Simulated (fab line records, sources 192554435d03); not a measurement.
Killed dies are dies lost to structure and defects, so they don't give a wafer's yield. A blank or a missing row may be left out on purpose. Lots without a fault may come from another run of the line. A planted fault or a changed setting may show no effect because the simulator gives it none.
Which tool did it? | flow n5_finfet | 6 lots, 18 wafers sampled, at 8 steps of a route of 1938

WHAT THE GAUGES READ, wafer by wafer
N5_BEOL_M6_CD_MEAS_18: pitch 80 nm, target cd 40 nm. Usual: cd_nm 40.1 nm, standard deviation 0.92.
lot  | measured     | on        | cd_nm (nm)     | flag
L319 | day 11 06:48 | cd_sem-03 | 39.6 38.5 40.0 |
L321 | day 12 08:32 | cd_sem-02 | 40.6 39.8 40.5 |
L330 | day 14 03:41 | cd_sem-03 | 38.9 40.2 39.4 |
L328 | day 14 14:59 | cd_sem-03 | 41.1 41.5 40.9 |
L335 | day 15 06:38 | cd_sem-01 | 40.5 41.3 39.9 |
L341 | day 17 07:14 | cd_sem-01 | 40.6 40.3 42.4 |

N5_BEOL_M6_OCD_MEAS_38. Usual: trench_depth_nm 93.7 nm, standard deviation 1.7.
lot  | measured     | on     | trench_depth_nm (nm) | flag
L319 | day 11 09:42 | ocd-01 | 92.7 91.9 94.1       |
L321 | day 12 10:28 | ocd-01 | 92.8 92.1 96.2       |
L330 | day 14 04:34 | ocd-02 | 95.7 95.6 94.5       |
L328 | day 14 16:53 | ocd-01 | 116.7 92.9 92.8      | OFF
L335 | day 15 07:42 | ocd-02 | 95.3 94.5 90.6       |
L341 | day 17 08:17 | ocd-02 | 94.2 94.2 90.3       |

N5_BEOL_M6_THK_MEAS_53: measures by xrf. Usual: M6_THK 81.5 nm, standard deviation 2.2.
lot  | measured     | on            | M6_THK (nm)     | flag
L319 | day 11 13:00 | film_metro-02 | 80.2 78.8 81.6  |
L321 | day 12 14:26 | film_metro-01 | 83.2 81.8 85.1  |
L330 | day 14 07:43 | film_metro-02 | 83.1 84.8 83.1  |
L328 | day 14 19:13 | film_metro-02 | 106.6 81.1 80.9 | OFF
L335 | day 15 11:15 | film_metro-01 | 83.8 84.8 79.0  |
L341 | day 17 11:02 | film_metro-02 | 82.7 79.6 77.7  |

N5_BEOL_M6_RS_MEAS_57: measures by four-point-probe. Usual: M6_RS 0.286 ohm/sq, standard deviation 0.009.
lot  | measured     | on            | M6_RS (ohm/sq)    | flag
L319 | day 11 13:08 | film_metro-01 | 0.293 0.299 0.289 |
L321 | day 12 14:34 | film_metro-02 | 0.280 0.286 0.272 |
L330 | day 14 07:51 | film_metro-02 | 0.281 0.273 0.280 |
L328 | day 14 19:20 | film_metro-02 | 0.211 0.289 0.290 |
L335 | day 15 11:23 | film_metro-01 | 0.273 0.271 0.293 |
L341 | day 17 11:10 | film_metro-02 | 0.282 0.294 0.302 |

N5_BEOL_M15_RC_MEAS_101. Usual: COMB_M10 1.49e-11 S/m, standard deviation 2.8e-12; COMB_M11 1.5e-11 S/m, standard deviation 3.2e-12; COMB_M12 6.1e-12 S/m, standard deviation 1.2e-12; COMB_M13 4.8e-12 S/m, standard deviation 1e-12; COMB_M14 3.3e-12 S/m, standard deviation 8.1e-13; COMB_M15 2.3e-12 S/m, standard deviation 6e-13; COMB_M5 3.5e-11 S/m, standard deviation 6.3e-12; COMB_M7 2.6e-11 S/m, standard deviation 5.1e-12; COMB_M8 2.6e-11 S/m, standard deviation 5.6e-12; COMB_M9 1.38e-11 S/m, standard deviation 2.8e-12; SERP_M10 3.07 ohm/um, standard deviation 0.099; SERP_M11 3.02 ohm/um, standard deviation 0.1; SERP_M12 0.632 ohm/um, standard deviation 0.018; SERP_M13 0.310 ohm/um, standard deviation 0.0077; SERP_M14 0.163 ohm/um, standard deviation 0.0062; SERP_M5 38.1 ohm/um, standard deviation 2; SERP_M6 13.9 ohm/um, standard deviation 0.69; SERP_M6_max_site 14.5 ohm/um, standard deviation 0.75; SERP_M7 13.7 ohm/um, standard deviation 0.67; SERP_M8 13.6 ohm/um, standard deviation 0.64; SERP_M8_max_site 14.2 ohm/um, standard deviation 0.72; SERP_M9 2.98 ohm/um, standard deviation 0.1.
lot  | measured     | on        | COMB_M10 (S/m)             | COMB_M11 (S/m)          | COMB_M12 (S/m)          | COMB_M13 (S/m)          | COMB_M14 (S/m)          | COMB_M15 (S/m)          | COMB_M5 (S/m)           | COMB_M7 (S/m)           | COMB_M8 (S/m)           | COMB_M9 (S/m)              | SERP_M10 (ohm/um) | SERP_M11 (ohm/um) | SERP_M12 (ohm/um) | SERP_M13 (ohm/um) | SERP_M14 (ohm/um) | SERP_M5 (ohm/um) | SERP_M6 (ohm/um) | SERP_M6_max_site (ohm/um) | SERP_M7 (ohm/um) | SERP_M8 (ohm/um) | SERP_M8_max_site (ohm/um) | SERP_M9 (ohm/um) | flag
L319 | day 14 06:57 | prober-02 | 1.53e-11 1.47e-11 2.28e-11 | 2.1e-11 1.5e-11 1.6e-11 | 6.2e-12 5.9e-12 5.8e-12 | 4.6e-12 3.7e-12 4.6e-12 | 2.7e-12 3.9e-12 4.2e-12 | 2.5e-12 2e-12 2.5e-12   | 3.9e-11 3e-11 3.7e-11   | 3.3e-11 2.8e-11 3e-11   | 2.9e-11 3.3e-11 3.4e-11 | 1.3e-11 1.14e-11 1.12e-11  | 3.10 3.07 2.88    | 3.05 3.02 3.15    | 0.617 0.646 0.634 | 0.304 0.310 0.311 | 0.163 0.162 0.160 | 38.3 38.7 38.4   | 14.3 15.5 13.8   | 15.2 15.9 14.4            | 14.2 13.0 12.8   | 13.1 14.4 14.2   | 13.8 14.9 14.7            | 2.94 3.02 2.90   |
L321 | day 15 08:22 | prober-02 | 1.68e-11 1.69e-11 1.53e-11 | 1.3e-11 1.5e-11 1.4e-11 | 4.4e-12 6e-12 4e-12     | 5.5e-12 3.7e-12 4.8e-12 | 2.4e-12 3.4e-12 2.4e-12 | 2.3e-12 1.4e-12 1.9e-12 | 2.8e-11 3.7e-11 2.7e-11 | 2.1e-11 2.8e-11 2.2e-11 | 1.9e-11 2.6e-11 2.4e-11 | 1.21e-11 1.4e-11 1.32e-11  | 3.13 3.09 2.97    | 3.01 2.96 2.98    | 0.653 0.652 0.626 | 0.323 0.310 0.302 | 0.163 0.158 0.169 | 36.6 40.1 33.5   | 13.5 14.1 13.7   | 14.0 14.5 14.1            | 13.2 12.3 12.7   | 13.6 14.2 14.0   | 14.1 15.0 14.7            | 2.93 3.01 2.78   |
L330 | day 17 08:30 | prober-01 | 1.72e-11 1.58e-11 1.38e-11 | 1e-11 1.4e-11 1.1e-11   | 4.7e-12 8.4e-12 6.7e-12 | 6.4e-12 4.8e-12 4.4e-12 | 2.2e-12 2.4e-12 3.8e-12 | 3.8e-12 3e-12 2.4e-12   | 3.9e-11 3.7e-11 4.6e-11 | 2.5e-11 2.6e-11 2.4e-11 | 1.8e-11 2.2e-11 2.6e-11 | 1.81e-11 1.59e-11 1.16e-11 | 3.12 3.09 3.06    | 3.03 2.83 2.80    | 0.639 0.628 0.647 | 0.323 0.318 0.314 | 0.170 0.159 0.158 | 37.6 37.9 36.7   | 14.5 13.4 14.6   | 15.0 14.4 15.0            | 13.4 13.2 12.4   | 12.4 13.7 14.1   | 12.5 14.9 14.9            | 2.97 3.07 2.90   |
L328 | day 17 19:51 | prober-02 | 1.54e-11 1.7e-11 1.66e-11  | 1.4e-11 1.5e-11 1.2e-11 | 4.4e-12 5.7e-12 3.4e-12 | 4.4e-12 4.5e-12 4.3e-12 | 3.6e-12 2.6e-12 2.5e-12 | 2.7e-12 2.9e-12 2.2e-12 | 4.1e-11 3.5e-11 3.6e-11 | 3.8e-11 3.1e-11 2.8e-11 | 2.3e-11 2.7e-11 2.6e-11 | 1.26e-11 1.17e-11 1.38e-11 | 3.17 3.26 3.15    | 3.08 3.01 3.08    | 0.646 0.621 0.652 | 0.303 0.322 0.308 | 0.171 0.154 0.172 | 37.2 36.3 37.6   | 9.7 13.1 13.7    | 10.0 13.6 13.9            | 13.3 13.4 13.6   | 14.3 14.0 14.0   | 15.3 14.9 15.5            | 3.02 3.10 3.04   |
L335 | day 18 13:04 | prober-01 | 1.75e-11 1.66e-11 1.59e-11 | 1.3e-11 1e-11 2e-11     | 5.7e-12 5.7e-12 5.3e-12 | 5.5e-12 4.9e-12 5.1e-12 | 2.6e-12 3.3e-12 3e-12   | 2.3e-12 2.8e-12 2.5e-12 | 2.4e-11 2.8e-11 2.9e-11 | 2.5e-11 3.2e-11 3e-11   | 2.6e-11 2.5e-11 2.4e-11 | 1.67e-11 1.31e-11 1.52e-11 | 3.13 3.18 3.17    | 3.05 2.96 2.87    | 0.617 0.625 0.626 | 0.310 0.307 0.298 | 0.158 0.167 0.162 | 38.5 39.5 41.8   | 13.5 12.5 14.9   | 13.9 13.3 15.4            | 13.4 14.0 13.8   | 13.6 14.0 13.5   | 14.1 14.5 14.1            | 3.12 2.96 2.81   |
L341 | day 20 05:16 | prober-01 | 1.78e-11 1.31e-11 1.15e-11 | 1.8e-11 1.6e-11 1.5e-11 | 5.8e-12 7.3e-12 5.8e-12 | 5e-12 6.9e-12 4.9e-12   | 3.6e-12 3.1e-12 3.2e-12 | 2e-12 2.4e-12 2.3e-12   | 3.9e-11 3.7e-11 4.3e-11 | 2.5e-11 3.4e-11 3.1e-11 | 3.5e-11 3.1e-11 2.2e-11 | 9e-12 1.53e-11 1.51e-11    | 3.06 3.01 3.10    | 3.07 3.14 3.04    | 0.604 0.617 0.632 | 0.313 0.312 0.321 | 0.158 0.161 0.175 | 37.8 37.0 37.8   | 13.8 14.3 13.5   | 14.2 14.7 13.9            | 12.9 13.2 13.1   | 13.7 14.5 13.1   | 14.1 14.7 13.9            | 3.01 2.93 2.84   |

WHICH TOOL RAN EACH LOT (tool, then ch and the chambers of the sampled wafers, then the start)
lot  | N5_BEOL_M6_ETCH_62                 | N5_BEOL_M6_STRIP_67                | N5_BEOL_M6_TRENCH_ETCH_37
L319 | rie_diel-05 ch 2,3, day 11 06:26   | rie_diel-05 ch 2,3, day 11 06:34   | rie_diel-05 ch 1,3, day 11 09:32
L321 | rie_diel-05 ch 0,1, day 12 08:10   | rie_diel-05 ch 0,1, day 12 08:19   | rie_diel-05 ch 0,1,2, day 12 10:19
L330 | rie_diel-05 ch 1,2,3, day 14 03:18 | rie_diel-05 ch 1,2,3, day 14 03:27 | rie_diel-04 ch 0,1, day 14 04:25
L328 | rie_diel-01 ch 0,2, day 14 14:37   | rie_diel-01 ch 0,2, day 14 14:46   | rie_diel-05 ch 0,3, day 14 16:43
L335 | rie_diel-01 ch 1,2,3, day 15 06:14 | rie_diel-01 ch 1,2,3, day 15 06:23 | rie_diel-04 ch 0,1,2, day 15 07:33
L341 | rie_diel-01 ch 0,2,3, day 17 06:52 | rie_diel-01 ch 0,2,3, day 17 07:01 | rie_diel-04 ch 0,1,2, day 17 08:08
- N5_BEOL_M6_ETCH_62: etches SOC in N2/H2, target depth 110 nm, overetch 22 nm, time 165 s.
- N5_BEOL_M6_STRIP_67: strips in CF4.
- N5_BEOL_M6_TRENCH_ETCH_37: etches SiCOH lowk in C4F6/O2, target depth 94.435 nm, time 31.5 s.

WHAT THE TOOLS THEMSELVES READ (means of the sampled wafers that have a number; where no wafer has one, the mark that the record gives instead)
N5_BEOL_M6_ETCH_62. Usual: bias_w 150.0 W, standard deviation 0.5; drypump_motor_current_A 5.6 A, standard deviation 0.52; oes_product_au 0.68 a.u., standard deviation 0.07; rf_vpp_V 523.7 V, standard deviation 2; showerhead_plenum_p_Torr 2.54 Torr, standard deviation 0.072; temp_c 40.02 C, standard deviation 0.12; throttle_valve_pct 17.60 %, standard deviation 0.27.
lot  | tool        | bias_w (W) | drypump_motor_current_A (A) | oes_product_au (a.u.) | rf_vpp_V (V) | showerhead_plenum_p_Torr (Torr) | temp_c (C) | throttle_valve_pct (%) | flag
L319 | rie_diel-05 | 150.1      | 5.3                         | 0.72                  | 523.0        | 2.50                            | 40.11      | 17.55                  |
L321 | rie_diel-05 | 150.2      | 6.0                         | 0.68                  | 523.3        | 2.50                            | 39.96      | 17.53                  |
L330 | rie_diel-05 | 149.8      | 5.7                         | 0.68                  | 522.8        | 2.49                            | 39.87      | 17.55                  |
L328 | rie_diel-01 | 149.8      | 5.4                         | 0.64                  | 524.9        | 2.57                            | 39.85      | 17.72                  |
L335 | rie_diel-01 | 150.3      | 5.3                         | 0.67                  | 525.5        | 2.61                            | 40.08      | 17.66                  |
L341 | rie_diel-01 | 149.9      | 5.4                         | 0.73                  | 524.1        | 2.55                            | 40.02      | 17.46                  |

N5_BEOL_M6_STRIP_67. Usual: drypump_motor_current_A 5.6 A, standard deviation 0.52; oes_product_au 0.80 a.u., standard deviation 0.082; rf_vpp_V 271.0 V, standard deviation 1.3; showerhead_plenum_p_Torr 1.79 Torr, standard deviation 0.042; throttle_valve_pct 13.40 %, standard deviation 0.19.
lot  | tool        | drypump_motor_current_A (A) | oes_product_au (a.u.) | rf_vpp_V (V) | showerhead_plenum_p_Torr (Torr) | throttle_valve_pct (%) | flag
L319 | rie_diel-05 | 5.3                         | 0.86                  | 270.5        | 1.78                            | 13.35                  |
L321 | rie_diel-05 | 6.0                         | 0.81                  | 271.3        | 1.78                            | 13.38                  |
L330 | rie_diel-05 | 5.7                         | 0.80                  | 271.1        | 1.77                            | 13.38                  |
L328 | rie_diel-01 | 5.4                         | 0.75                  | 271.4        | 1.81                            | 13.54                  |
L335 | rie_diel-01 | 5.3                         | 0.79                  | 271.7        | 1.82                            | 13.37                  |
L341 | rie_diel-01 | 5.4                         | 0.86                  | 270.7        | 1.80                            | 13.28                  |

N5_BEOL_M6_TRENCH_ETCH_37. Usual: bias_w 185.1 W, standard deviation 0.58; drypump_motor_current_A 5.7 A, standard deviation 0.56; oes_product_au 0.80 a.u., standard deviation 0.077; rf_vpp_V 669 V, standard deviation 21; run_length_s 55.1 s, standard deviation 0.32; showerhead_plenum_p_Torr 2.85 Torr, standard deviation 0.068; throttle_valve_pct 20.74 %, standard deviation 0.17.
lot  | tool        | bias_w (W) | drypump_motor_current_A (A) | oes_product_au (a.u.) | rf_vpp_V (V) | run_length_s (s) | showerhead_plenum_p_Torr (Torr) | throttle_valve_pct (%) | flag
L319 | rie_diel-05 | 185.2      | 5.7                         | 0.88                  | 672          | 55.3             | 2.79                            | 20.66                  |
L321 | rie_diel-05 | 185.0      | 5.7                         | 0.78                  | 662          | 55.3             | 2.84                            | 20.76                  |
L330 | rie_diel-04 | 185.3      | 6.0                         | 0.89                  | 678          | 55.2             | 2.85                            | 20.81                  |
L328 | rie_diel-05 | 185.1      | 5.2                         | 0.82                  | 681          | 57.8             | 2.80                            | 20.76                  | OFF
L335 | rie_diel-04 | 185.0      | 5.6                         | 0.80                  | 683          | 55.3             | 2.85                            | 20.82                  |
L341 | rie_diel-04 | 184.6      | 5.7                         | 0.77                  | 684          | 55.0             | 2.84                            | 20.84                  |

THE ANSWER, worked out from the rows above alone
Rule: a lot is off if the mean of its wafers that have a number lies more than 3 standard deviations from the usual mean. A lot without any number at a reading at which 4 lots or more have one is off too. The other lots that the step has rows for count as sound. The gauges are gone through in route order, then the tools' own readings, and for those a lot's mean is taken as printed above. The first step at which some lot is off is used, and at that step the reading that is off furthest; a lot without a number counts as furthest.
Off: L328, at N5_BEOL_M6_OCD_MEAS_38 (trench_depth_nm).
A tool fits if, at a process step before that reading, it ran every lot that is off, and no sound lot after the first of them. The gauges at N5_BEOL_M6_OCD_MEAS_38 aren't tried: what is off there is off at N5_BEOL_M6_THK_MEAS_53 too, on other tools, and a gauge's error can't cause that. One fits: rie_diel-05 at N5_BEOL_M6_TRENCH_ETCH_37. Its last sound lot is L321 (day 12 10:19), its first lot that is off L328 (day 14 16:43): a fault that began between those two fits.
The tool's own readings at N5_BEOL_M6_TRENCH_ETCH_37 bear it out: on the lots that are off they differ by more than 5 times the standard deviation of the sound lots' means. run_length_s reads 57.8 s there against 55.2 s on the sound lots.

WHAT THE SIMULATOR HAD PUT IN
Process parameter drift: rie_diel-05, from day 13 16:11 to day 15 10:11, at N5_BEOL_M6_TRENCH_ETCH_37. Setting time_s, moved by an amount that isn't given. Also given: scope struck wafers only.
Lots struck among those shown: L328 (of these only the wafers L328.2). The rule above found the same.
